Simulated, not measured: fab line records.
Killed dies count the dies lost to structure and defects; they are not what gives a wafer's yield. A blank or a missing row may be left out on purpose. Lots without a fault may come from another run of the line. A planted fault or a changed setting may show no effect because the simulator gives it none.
One fault through the eyes of 3 desks ; flow n5 finfet ; only its own numbers are on each desk; what lay behind them is given at the end
Where a reading is given only as a bound, like >300, the bound stands for it, and a mean or a difference that rests on one is marked > or <: the true number lies beyond.

## THE METROLOGY DESK
What the gauges read for every lot (on any tool): the sampled wafers with a number, averaged. Marked OUT: a lot whose mean sits more than 4 standard deviations from the usual mean, which makes it out of limits; the brackets give that distance. Shown here are 7 of its 11 readings, the ones lying furthest out on some lot.
Columns: A = IOFF_N at N5_BEOL_M4_RC_MEAS_101, usual 0.152 nA/um; B = IOFF_P at N5_BEOL_M4_RC_MEAS_101, usual 0.21 nA/um; C = ION_N at N5_BEOL_M4_RC_MEAS_101, usual 672 uA/um; D = ION_P at N5_BEOL_M4_RC_MEAS_101, usual 462 uA/um; E = SS_P at N5_BEOL_M4_RC_MEAS_101, usual 73.2 mV/dec; F = VT_N at N5_BEOL_M4_RC_MEAS_101, usual 250 mV; G = VT_P at N5_BEOL_M4_RC_MEAS_101, usual -250 mV
lot;first seen here;A;B;C;D;E;F;G
L656;day 2 23:43;0.153;0.22;674;468;73.0;250;-248
L660;day 3 23:57;0.130;0.16;670;456;72.8;251;-254
L665;day 5 05:27;0.163;0.22;681;466;73.4;248;-248
L667;day 5 18:49;0.159;0.21;676;464;73.2;250;-247
L668;day 6 01:10;0.150;0.20;672;461;74.2;250;-250
L672;day 6 22:31;0.195;0.27;694;479;73.6;245;-245
L673;day 7 04:28;0.173;0.22;688;466;73.5;246;-250
L679;day 8 20:34;0.144;0.20;670;468;73.1;254;-252
This desk's finding: nothing out of limits on any of the 8 lots.

## THE TOOL OWNER'S DESK: rie si-04
The tool's own readings at N5_SD_EPI_N_SD_RECESS_17 (chemistry HBr/Cl2/O2, target depth 41 nm, time 23.7 s, bt time 3 s): means of the sampled wafers that have a number, for each lot that ran on this tool. Marked OUT: a lot whose mean sits more than 4 standard deviations from the usual mean, which makes it out of limits; the brackets give that distance.
Columns: A = HBr_flow_sccm at N5_SD_EPI_N_SD_RECESS_17, usual 149.9 sccm; B = O2_flow_sccm at N5_SD_EPI_N_SD_RECESS_17, usual 12.00 sccm; C = drypump motor current A at N5_SD_EPI_N_SD_RECESS_17, usual 5.7 A; D = oes product au at N5_SD_EPI_N_SD_RECESS_17, usual 0.999 a.u.; E = rf fwd power W at N5_SD_EPI_N_SD_RECESS_17, usual 796.0 W; F = throttle valve pct at N5_SD_EPI_N_SD_RECESS_17, usual 37.1 %
lot;first seen here;A;B;C;D;E;F
L656;day 3 01:52;150.4;12.00;5.9;0.995;795.5;37.1
L665;day 5 07:55;149.6;12.01;5.9;0.992;794.1;37.1
L668;day 6 03:38;149.6;11.99;5.9;0.992;793.7;37.1
L673;day 7 06:23;150.0;11.98;6.0;1.010;795.5;37.6
This desk's finding: nothing out of limits on any of the 4 lots.

## THE DEFECT DESK
Inspection counts along the route, by lot: the mean over sampled wafers that carry a number. Marked OUT: a lot whose mean sits more than 4 standard deviations from the usual mean, which makes it out of limits; the brackets give that distance.
Columns: A = raw defect count at N5_SD_EPI_N_INSPECT_26, usual 208; B = raw defect count at N5_SD_EPI_P_INSPECT_11, usual 2.1; C = raw defect count at N5_SD_EPI_P_INSPECT_26, usual 176; D = raw defect count at N5_SD_ACTIVATION_INSPECT_02, usual 176
lot;first seen here;A;B;C;D
L656;day 3 05:09;185;1.3;160;159
L660;day 4 05:14;216;1.3;240;239
L665;day 5 11:16;231;1.0;178;181
L667;day 6 00:14;206;1.0;195;197
L668;day 6 07:24;526 (+8.0) OUT;>300 (+99 or more) OUT;496 (+8.2) OUT;500 (+8.5) OUT
L672;day 7 04:17;193;3.0;153;151
L673;day 7 09:41;533 (+8.1) OUT;>300 (+99 or more) OUT;491 (+8.1) OUT;494 (+8.4) OUT
L679;day 9 02:45;170;1.0;145;138
This desk's finding: out of limits on L668, L673; first on L668, day 6 07:24 (raw defect count at N5_SD_EPI_N_INSPECT_26). L656, L660, L665, L667, L672, L679: within limits.

## ALL TOGETHER
The defect desk could have raised an alarm at day 6 07:24, on L668, L673.
Nothing out of limits was seen by the metrology desk.
The tool owner's desk saw nothing out of limits.
The metrology desk has L668, L673 on record, within its limits.
The tool owner's desk has L668, L673 on record, within its limits.
On rie si-04, each named lot ran N5_SD_EPI_N_SD_RECESS_17.

## WHAT THE SIMULATOR HAD PUT IN
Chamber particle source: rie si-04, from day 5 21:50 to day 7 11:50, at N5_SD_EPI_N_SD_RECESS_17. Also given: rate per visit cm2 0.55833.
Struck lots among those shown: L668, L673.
Hours from the fault's start to each desk's first reading out of limits: the defect desk, 10.
